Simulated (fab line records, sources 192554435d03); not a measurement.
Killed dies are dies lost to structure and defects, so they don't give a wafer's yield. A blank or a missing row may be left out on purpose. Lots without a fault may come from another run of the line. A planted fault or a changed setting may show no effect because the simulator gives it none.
Which tool did it? | flow n5_finfet | 23 lots, 69 wafers sampled, at 6 steps of a route of 1938

WHAT THE GAUGES READ, wafer by wafer
The record holds no reading of a measuring or inspecting step that can be judged against a usual standard deviation.

WHICH TOOL RAN EACH LOT (tool, then ch and the chambers of the sampled wafers, then the start)
lot  | N5_BEOL_M2_HM_DEP_02         | N5_BEOL_M2_STRIP_19                | N5_BEOL_M2_ETCH_77                 | N5_BEOL_M2_ETCH_69                 | N5_BEOL_M2_SURFACE_TREAT_85  | N5_BEOL_M2_ANNEAL_49
L074 | pvd_sputter-01, day 6 17:12  | rie_diel-03 ch 0,2,3, day 6 18:13  | rie_diel-04 ch 1,2,3, day 6 19:16  | rie_diel-04 ch 1,2,3, day 6 19:17  | pvd_sputter-02, day 6 21:19  | pvd_sputter-02, day 6 21:49
L075 | pvd_sputter-01, day 6 20:41  | rie_diel-04 ch 0,1,2, day 6 22:17  | rie_diel-03 ch 1,3, day 6 23:23    | rie_diel-03 ch 1,3, day 6 23:24    | pvd_sputter-01, day 7 00:49  | pvd_sputter-01, day 7 01:29
L076 | pvd_sputter-01, day 7 00:13  | rie_diel-04 ch 0,2,3, day 7 01:07  | rie_diel-02 ch 1,2,3, day 7 01:39  | rie_diel-02 ch 1,2,3, day 7 01:40  | pvd_sputter-01, day 7 03:45  | pvd_sputter-02, day 7 05:15
L077 | pvd_sputter-03, day 7 07:49  | rie_diel-04 ch 1,2, day 7 08:42    | rie_diel-02 ch 0,1,3, day 7 09:16  | rie_diel-02 ch 0,1,3, day 7 09:16  | pvd_sputter-01, day 7 11:09  | pvd_sputter-01, day 7 11:27
L078 | pvd_sputter-02, day 7 21:03  | rie_diel-04 ch 0,1,2, day 7 22:09  | rie_diel-03 ch 1,2,3, day 7 22:50  | rie_diel-03 ch 1,2,3, day 7 22:51  | pvd_sputter-03, day 8 02:23  | pvd_sputter-03, day 8 02:43
L079 | pvd_sputter-02, day 7 22:35  | rie_diel-04 ch 0,1,3, day 7 23:36  | rie_diel-03 ch 1,2,3, day 8 00:12  | rie_diel-03 ch 1,2,3, day 8 00:13  | pvd_sputter-02, day 8 02:56  | pvd_sputter-01, day 8 03:38
L080 | pvd_sputter-03, day 8 05:11  | rie_diel-02 ch 1,2, day 8 06:13    | rie_diel-04 ch 1,2, day 8 07:26    | rie_diel-04 ch 1,2, day 8 07:26    | pvd_sputter-01, day 8 11:11  | pvd_sputter-01, day 8 11:29
L081 | pvd_sputter-01, day 8 09:14  | rie_diel-04 ch 0,1,2, day 8 10:15  | rie_diel-03 ch 0,1,3, day 8 10:55  | rie_diel-03 ch 0,1,3, day 8 10:56  | pvd_sputter-03, day 8 12:41  | pvd_sputter-01, day 8 13:24
L082 | pvd_sputter-03, day 8 15:05  | rie_diel-04 ch 0,1,3, day 8 16:06  | rie_diel-04 ch 1,2, day 8 16:46    | rie_diel-04 ch 1,2, day 8 16:47    | pvd_sputter-01, day 8 21:47  | pvd_sputter-03, day 8 22:18
L083 | pvd_sputter-01, day 9 02:26  | rie_diel-04 ch 0,1,3, day 9 03:26  | rie_diel-02 ch 0,1, day 9 03:59    | rie_diel-02 ch 0,1, day 9 04:00    | pvd_sputter-01, day 9 05:39  | pvd_sputter-03, day 9 06:23
L084 | pvd_sputter-02, day 9 03:44  | rie_diel-02 ch 0,1,2, day 9 04:46  | rie_diel-02 ch 0,1,2, day 9 05:26  | rie_diel-02 ch 0,1,2, day 9 05:28  | pvd_sputter-03, day 9 08:14  | pvd_sputter-03, day 9 08:34
L085 | pvd_sputter-02, day 9 08:10  | rie_diel-02 ch 0,1,3, day 9 09:02  | rie_diel-02 ch 1,2,3, day 9 09:40  | rie_diel-02 ch 1,2,3, day 9 09:40  | pvd_sputter-03, day 9 10:50  | pvd_sputter-01, day 9 11:08
L086 | pvd_sputter-01, day 9 16:08  | rie_diel-04 ch 0,3, day 9 17:01    | rie_diel-02 ch 0,1,2, day 9 17:34  | rie_diel-02 ch 0,1,2, day 9 17:35  | pvd_sputter-02, day 9 21:32  | pvd_sputter-02, day 9 23:37
L088 | pvd_sputter-02, day 10 14:04 | rie_diel-02 ch 0,2, day 10 15:10   | rie_diel-04 ch 1,3, day 10 17:37   | rie_diel-04 ch 1,3, day 10 17:37   | pvd_sputter-02, day 10 21:10 | pvd_sputter-02, day 10 21:32
L090 | pvd_sputter-02, day 10 15:52 | rie_diel-04 ch 0,1,3, day 10 19:03 | rie_diel-02 ch 0,3, day 10 21:20   | rie_diel-02 ch 0,3, day 10 21:20   | pvd_sputter-03, day 11 01:52 | pvd_sputter-03, day 11 02:10
L089 | pvd_sputter-01, day 10 17:11 | rie_diel-02 ch 0,2, day 10 19:49   | rie_diel-04 ch 1,3, day 10 22:42   | rie_diel-04 ch 1,3, day 10 22:43   | pvd_sputter-02, day 11 08:58 | pvd_sputter-02, day 11 09:25
L091 | pvd_sputter-03, day 10 20:25 | rie_diel-02 ch 2,3, day 11 00:19   | rie_diel-02 ch 0,3, day 11 01:31   | rie_diel-02 ch 0,3, day 11 01:32   | pvd_sputter-03, day 11 10:37 | pvd_sputter-01, day 11 10:59
L092 | pvd_sputter-01, day 11 00:33 | rie_diel-04 ch 0,1,2, day 11 02:16 | rie_diel-04 ch 0,1,2, day 11 02:56 | rie_diel-04 ch 0,1,2, day 11 02:58 | pvd_sputter-01, day 11 08:31 | pvd_sputter-03, day 11 08:49
L093 | pvd_sputter-01, day 11 10:43 | rie_diel-03 ch 0,3, day 11 11:48   | rie_diel-02 ch 0,1, day 11 12:21   | rie_diel-02 ch 0,1, day 11 12:22   | pvd_sputter-03, day 11 16:53 | pvd_sputter-01, day 11 17:17
L094 | pvd_sputter-03, day 11 17:40 | rie_diel-03 ch 0,1,3, day 11 18:34 | rie_diel-02 ch 0,1,2, day 11 19:20 | rie_diel-02 ch 0,1,2, day 11 19:21 | pvd_sputter-01, day 12 00:23 | pvd_sputter-01, day 12 00:43
L095 | pvd_sputter-03, day 11 20:56 | rie_diel-02 ch 1,2,3, day 11 22:02 | rie_diel-02 ch 0,1,2, day 11 22:37 | rie_diel-02 ch 0,1,2, day 11 22:37 | pvd_sputter-02, day 12 07:11 | pvd_sputter-01, day 12 07:49
L096 | pvd_sputter-02, day 12 06:22 | rie_diel-02 ch 1,2, day 12 07:23   | rie_diel-02 ch 1,2,3, day 12 07:57 | rie_diel-02 ch 1,2,3, day 12 07:58 | pvd_sputter-02, day 12 16:08 | pvd_sputter-01, day 12 16:42
L097 | pvd_sputter-02, day 12 09:42 | rie_diel-04 ch 1,3, day 12 10:35   | rie_diel-03 ch 0,1,2, day 12 11:08 | rie_diel-03 ch 0,1,2, day 12 11:08 | pvd_sputter-01, day 12 22:42 | pvd_sputter-03, day 12 23:10
- N5_BEOL_M2_HM_DEP_02: deposits TiN, target thk 20 nm.
- N5_BEOL_M2_STRIP_19: strips in O2.
- N5_BEOL_M2_ETCH_77: etches underlayer in N2/H2, target depth 6.5 nm, time 5.2 s.
- N5_BEOL_M2_ETCH_69: etches SiARC in CF4, target depth 15.6 nm, time 26 s.
- N5_BEOL_M2_SURFACE_TREAT_85
- N5_BEOL_M2_ANNEAL_49: time 240 s.

WHAT THE TOOLS THEMSELVES READ (means of the sampled wafers that have a number; where no wafer has one, the mark that the record gives instead)
N5_BEOL_M2_HM_DEP_02.
lot  | tool           | throttle_valve_pct (%)
L074 | pvd_sputter-01 | 29.4
L075 | pvd_sputter-01 | 29.4
L076 | pvd_sputter-01 | 29.7
L077 | pvd_sputter-03 | 29.8
L078 | pvd_sputter-02 | 30.0
L079 | pvd_sputter-02 | 30.0
L080 | pvd_sputter-03 | 28.6
L081 | pvd_sputter-01 | 29.4
L082 | pvd_sputter-03 | 31.1
L083 | pvd_sputter-01 | 30.1
L084 | pvd_sputter-02 | 30.0
L085 | pvd_sputter-02 | 30.0
L086 | pvd_sputter-01 | 29.6
L088 | pvd_sputter-02 | 30.1
L090 | pvd_sputter-02 | 29.5
L089 | pvd_sputter-01 | 29.3
L091 | pvd_sputter-03 | 31.5
L092 | pvd_sputter-01 | 28.8
L093 | pvd_sputter-01 | 29.6
L094 | pvd_sputter-03 | 30.2
L095 | pvd_sputter-03 | 29.7
L096 | pvd_sputter-02 | 30.0
L097 | pvd_sputter-02 | 30.2

N5_BEOL_M2_STRIP_19.
lot  | tool        | drypump_motor_current_A (A) | oes_product_au (a.u.) | rf_vpp_V (V) | showerhead_plenum_p_Torr (Torr) | throttle_valve_pct (%)
L074 | rie_diel-03 | 5.5                         | 0.74                  | 3.9          | 2.08                            | 16.76
L075 | rie_diel-04 | 5.9                         | 0.81                  | 3.5          | 2.17                            | 16.60
L076 | rie_diel-04 | 5.7                         | 0.83                  | 3.6          | 2.11                            | 16.52
L077 | rie_diel-04 | 6.1                         | 0.73                  | 3.7          | 2.12                            | 16.82
L078 | rie_diel-04 | 5.8                         | 0.80                  | 3.8          | 2.17                            | 16.61
L079 | rie_diel-04 | 5.6                         | 0.83                  | 4.1          | 2.15                            | 16.44
L080 | rie_diel-02 | 5.8                         | 0.72                  | 3.7          | 1.99                            | 16.73
L081 | rie_diel-04 | 5.8                         | 0.78                  | 3.9          | 2.17                            | 16.63
L082 | rie_diel-04 | 5.6                         | 0.83                  | 4.0          | 2.15                            | 16.45
L083 | rie_diel-04 | 5.6                         | 0.82                  | 3.6          | 2.15                            | 16.46
L084 | rie_diel-02 | 5.8                         | 0.77                  | 3.6          | 2.03                            | 16.66
L085 | rie_diel-02 | 5.9                         | 0.75                  | 3.8          | 2.08                            | 16.57
L086 | rie_diel-04 | 5.5                         | 0.87                  | 4.1          | 2.16                            | 16.36
L088 | rie_diel-02 | 5.9                         | 0.82                  | 3.9          | 2.08                            | 16.57
L090 | rie_diel-04 | 5.6                         | 0.80                  | 3.5          | 2.14                            | 16.48
L089 | rie_diel-02 | 5.9                         | 0.82                  | 4.0          | 2.07                            | 16.58
L091 | rie_diel-02 | 6.2                         | 0.71                  | 3.4          | 2.10                            | 16.56
L092 | rie_diel-04 | 5.8                         | 0.88                  | 3.9          | 2.16                            | 16.50
L093 | rie_diel-03 | 6.0                         | 0.85                  | 3.1          | 2.09                            | 16.51
L094 | rie_diel-03 | 6.0                         | 0.85                  | 3.3          | 2.10                            | 16.54
L095 | rie_diel-02 | 5.9                         | 0.78                  | 3.7          | 2.13                            | 16.54
L096 | rie_diel-02 | 5.7                         | 0.86                  | 3.9          | 2.16                            | 16.51
L097 | rie_diel-04 | 5.6                         | 0.76                  | 3.3          | 2.07                            | 16.53

N5_BEOL_M2_ETCH_77.
lot  | tool        | bias_w (W) | drypump_motor_current_A (A) | etch_rf_on_time_s (s) | n2_flow_sccm (sccm) | oes_product_au (a.u.) | rf_vpp_V (V) | showerhead_plenum_p_Torr (Torr) | throttle_valve_pct (%)
L074 | rie_diel-04 | 150.0      | 5.9                         | 5.17                  | 200.5               | 0.67                  | 523.7        | 2.54                            | 17.81
L075 | rie_diel-03 | 149.6      | 6.2                         | 5.19                  | 199.4               | 0.78                  | 526.7        | 2.60                            | 17.75
L076 | rie_diel-02 | 149.8      | 5.9                         | 5.30                  | 200.3               | 0.60                  | 522.4        | 2.50                            | 17.83
L077 | rie_diel-02 | 149.8      | 5.9                         | 5.09                  | 199.8               | 0.66                  | 524.5        | 2.54                            | 17.71
L078 | rie_diel-03 | 150.1      | 5.7                         | 5.23                  | 200.0               | 0.70                  | 523.7        | 2.56                            | 17.87
L079 | rie_diel-03 | 149.8      | 5.7                         | 5.22                  | 199.5               | 0.70                  | 522.8        | 2.56                            | 17.88
L080 | rie_diel-04 | 150.2      | 5.9                         | 5.23                  | 200.0               | 0.62                  | 524.0        | 2.60                            | 17.88
L081 | rie_diel-03 | 149.5      | 6.0                         | 5.14                  | 199.6               | 0.77                  | 525.1        | 2.56                            | 17.78
L082 | rie_diel-04 | 150.1      | 6.1                         | 5.20                  | 199.9               | 0.61                  | 524.7        | 2.55                            | 17.96
L083 | rie_diel-02 | 149.4      | 5.8                         | 5.03                  | 199.6               | 0.70                  | 524.2        | 2.51                            | 17.74
L084 | rie_diel-02 | 150.1      | 5.8                         | 5.05                  | 199.9               | 0.66                  | 520.3        | 2.47                            | 17.87
L085 | rie_diel-02 | 150.0      | 5.9                         | 5.30                  | 201.0               | 0.59                  | 522.5        | 2.49                            | 17.85
L086 | rie_diel-02 | 150.2      | 5.8                         | 5.11                  | 200.3               | 0.65                  | 521.0        | 2.47                            | 17.85
L088 | rie_diel-04 | 149.5      | 5.6                         | 5.16                  | 199.7               | 0.67                  | 523.1        | 2.52                            | 17.78
L090 | rie_diel-02 | 150.2      | 6.0                         | 5.19                  | 200.0               | 0.68                  | 523.0        | 2.58                            | 17.71
L089 | rie_diel-04 | 150.0      | 5.6                         | 5.15                  | 200.3               | 0.67                  | 524.3        | 2.52                            | 17.80
L091 | rie_diel-02 | 150.4      | 6.2                         | 5.27                  | 199.6               | 0.63                  | 526.7        | 2.60                            | 17.72
L092 | rie_diel-04 | 149.8      | 5.8                         | 5.17                  | 199.2               | 0.74                  | 526.3        | 2.60                            | 17.63
L093 | rie_diel-02 | 150.3      | 5.7                         | 5.08                  | 199.7               | 0.79                  | 526.8        | 2.66                            | 17.54
L094 | rie_diel-02 | 150.1      | 5.8                         | 5.06                  | 200.0               | 0.72                  | 525.5        | 2.57                            | 17.75
L095 | rie_diel-02 | 150.4      | 5.8                         | 5.08                  | 200.3               | 0.72                  | 524.4        | 2.57                            | 17.74
L096 | rie_diel-02 | 150.0      | 5.9                         | 5.26                  | 200.2               | 0.67                  | 525.1        | 2.59                            | 17.74
L097 | rie_diel-03 | 149.6      | 5.6                         | 5.14                  | 199.6               | 0.75                  | 521.6        | 2.52                            | 17.74

N5_BEOL_M2_ETCH_69.
lot  | tool        | bias_w (W) | drypump_motor_current_A (A) | etch_rf_on_time_s (s) | oes_product_au (a.u.) | rf_vpp_V (V) | showerhead_plenum_p_Torr (Torr) | throttle_valve_pct (%)
L074 | rie_diel-04 | 35.95      | 5.8                         | 26.1                  | 0.66                  | 184.6        | 2.15                            | 15.55
L075 | rie_diel-03 | 36.03      | 6.2                         | 26.4                  | 0.78                  | 184.4        | 2.18                            | 15.44
L076 | rie_diel-02 | 36.07      | 5.9                         | 26.0                  | 0.61                  | 183.2        | 2.10                            | 15.57
L077 | rie_diel-02 | 35.83      | 5.9                         | 25.9                  | 0.66                  | 183.5        | 2.14                            | 15.50
L078 | rie_diel-03 | 36.04      | 5.7                         | 26.2                  | 0.69                  | 183.5        | 2.15                            | 15.63
L079 | rie_diel-03 | 35.99      | 5.7                         | 26.2                  | 0.70                  | 184.7        | 2.15                            | 15.63
L080 | rie_diel-04 | 36.10      | 5.9                         | 26.1                  | 0.62                  | 185.3        | 2.18                            | 15.63
L081 | rie_diel-03 | 36.06      | 6.0                         | 25.8                  | 0.77                  | 184.4        | 2.16                            | 15.45
L082 | rie_diel-04 | 36.08      | 6.1                         | 26.0                  | 0.61                  | 185.0        | 2.15                            | 15.73
L083 | rie_diel-02 | 35.95      | 5.8                         | 25.6                  | 0.69                  | 184.2        | 2.12                            | 15.52
L084 | rie_diel-02 | 35.89      | 5.8                         | 25.5                  | 0.66                  | 183.6        | 2.08                            | 15.62
L085 | rie_diel-02 | 35.94      | 5.9                         | 26.3                  | 0.60                  | 183.5        | 2.09                            | 15.61
L086 | rie_diel-02 | 35.88      | 5.8                         | 25.8                  | 0.65                  | 182.8        | 2.08                            | 15.61
L088 | rie_diel-04 | 36.05      | 5.6                         | 25.6                  | 0.68                  | 183.5        | 2.13                            | 15.48
L090 | rie_diel-02 | 36.08      | 6.0                         | 26.0                  | 0.68                  | 185.6        | 2.18                            | 15.46
L089 | rie_diel-04 | 35.91      | 5.6                         | 25.9                  | 0.67                  | 184.0        | 2.12                            | 15.49
L091 | rie_diel-02 | 36.08      | 6.2                         | 26.6                  | 0.63                  | 184.4        | 2.19                            | 15.47
L092 | rie_diel-04 | 35.92      | 5.9                         | 25.8                  | 0.74                  | 184.7        | 2.20                            | 15.42
L093 | rie_diel-02 | 35.93      | 5.7                         | 25.0                  | 0.80                  | 184.7        | 2.23                            | 15.35
L094 | rie_diel-02 | 36.04      | 5.8                         | 25.7                  | 0.72                  | 184.5        | 2.16                            | 15.49
L095 | rie_diel-02 | 36.07      | 5.8                         | 25.4                  | 0.72                  | 184.7        | 2.16                            | 15.48
L096 | rie_diel-02 | 35.97      | 5.9                         | 25.9                  | 0.67                  | 185.0        | 2.17                            | 15.49
L097 | rie_diel-03 | 36.10      | 5.6                         | 25.9                  | 0.75                  | 183.7        | 2.12                            | 15.44

N5_BEOL_M2_ANNEAL_49.
lot  | tool           | heater_power_w (W)
L074 | pvd_sputter-02 | 796
L075 | pvd_sputter-01 | 836
L076 | pvd_sputter-02 | 827
L077 | pvd_sputter-01 | 834
L078 | pvd_sputter-03 | 778
L079 | pvd_sputter-01 | 806
L080 | pvd_sputter-01 | 787
L081 | pvd_sputter-01 | 795
L082 | pvd_sputter-03 | 950
L083 | pvd_sputter-03 | 781
L084 | pvd_sputter-03 | 879
L085 | pvd_sputter-01 | 824
L086 | pvd_sputter-02 | 828
L088 | pvd_sputter-02 | 794
L090 | pvd_sputter-03 | 867
L089 | pvd_sputter-02 | 789
L091 | pvd_sputter-01 | 804
L092 | pvd_sputter-03 | 856
L093 | pvd_sputter-01 | 811
L094 | pvd_sputter-01 | 816
L095 | pvd_sputter-01 | 791
L096 | pvd_sputter-01 | 841
L097 | pvd_sputter-03 | 944

THE ANSWER, worked out from the rows above alone
Rule: what is usual is taken from the lots themselves. Put in order of their means at a reading, lots are off if they are a third of the lots or fewer, leave a main group of 4 or more, and stand apart from it by a gap of 3 or more times the standard deviation of the main group's means; of several such gaps the widest counts. A main group whose means are all the same, to the digits that the tables above print for the reading, isn't used. A lot without any number at a reading at which 4 lots or more have one is off too. The other lots that the step has rows for count as sound. The gauges are gone through in route order, then the tools' own readings, and for those a lot's mean is taken as printed above. The first step at which some lot is off is used, and at that step the reading that is off furthest; a lot without a number counts as furthest.
No lot is off at any reading shown: from this, nothing can be told.

WHAT THE SIMULATOR HAD PUT IN
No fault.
